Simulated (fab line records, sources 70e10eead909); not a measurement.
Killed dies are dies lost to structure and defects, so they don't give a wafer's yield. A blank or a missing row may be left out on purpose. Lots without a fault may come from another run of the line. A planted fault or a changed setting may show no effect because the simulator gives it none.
Which tool did it? | flow nand_harc | 12 lots, 36 wafers sampled, at 2 steps of a route of 1159

WHAT THE GAUGES READ, wafer by wafer
NHARC_P_M0_CD_MEAS_16.
lot  | measured     | on        | cd_nm (nm)
L075 | day 6 01:38  | cd_sem-03 | 89.6 89.3 89.0
L076 | day 6 15:25  | cd_sem-02 | 89.9 89.4 89.8
L079 | day 7 00:21  | cd_sem-01 | 90.5 90.5 90.5
L082 | day 7 21:51  | cd_sem-01 | 89.6 89.7 90.0
L083 | day 8 05:41  | cd_sem-01 | 90.2 90.8 89.8
L085 | day 8 23:52  | cd_sem-02 | 89.8 90.0 89.5
L087 | day 9 11:54  | cd_sem-03 | 90.3 89.9 90.0
L088 | day 9 12:56  | cd_sem-03 | 90.6 89.6 89.5
L091 | day 9 21:54  | cd_sem-02 | 89.8 89.5 89.9
L092 | day 10 18:55 | cd_sem-03 | 88.9 89.4 90.0
L094 | day 10 21:37 | cd_sem-03 | 89.8 90.0 89.2
L097 | day 11 06:18 | cd_sem-02 | 89.1 90.8 90.5

WHICH TOOL RAN EACH LOT (tool, then ch and the chambers of the sampled wafers, then the start)
lot  | NHARC_P_GATE_STRIP_75
L075 | plasma_asher-02 ch 0,1, day 5 10:28
L076 | plasma_asher-02 ch 0, day 5 22:25
L079 | plasma_asher-01 ch 0,1, day 6 09:22
L082 | plasma_asher-01 ch 0,1, day 7 01:47
L083 | plasma_asher-01 ch 0,1, day 7 17:05
L085 | plasma_asher-01 ch 0,1, day 8 11:44
L087 | plasma_asher-01 ch 0,1, day 8 16:44
L088 | plasma_asher-01 ch 0,1, day 8 18:31
L091 | plasma_asher-01 ch 1, day 9 09:47
L092 | plasma_asher-01 ch 0,1, day 10 01:46
L094 | plasma_asher-01 ch 0,1, day 10 08:41
L097 | plasma_asher-02 ch 0,1, day 10 17:51
- NHARC_P_GATE_STRIP_75: strips in O2.

THE ANSWER, worked out from the rows above alone
Rule: what is usual is taken from the lots themselves. Put in order of their means at a reading, lots are off if they are a third of the lots or fewer, leave a main group of 4 or more, and stand apart from it by a gap of 3 or more times the standard deviation of the main group's means; of several such gaps the widest counts. A main group whose means are all the same, to the digits that the tables above print for the reading, isn't used. A lot without any number at a reading at which 4 lots or more have one is off too. The other lots that the step has rows for count as sound.
No lot is off at any reading shown: from this, nothing can be told.

WHAT THE SIMULATOR HAD PUT IN
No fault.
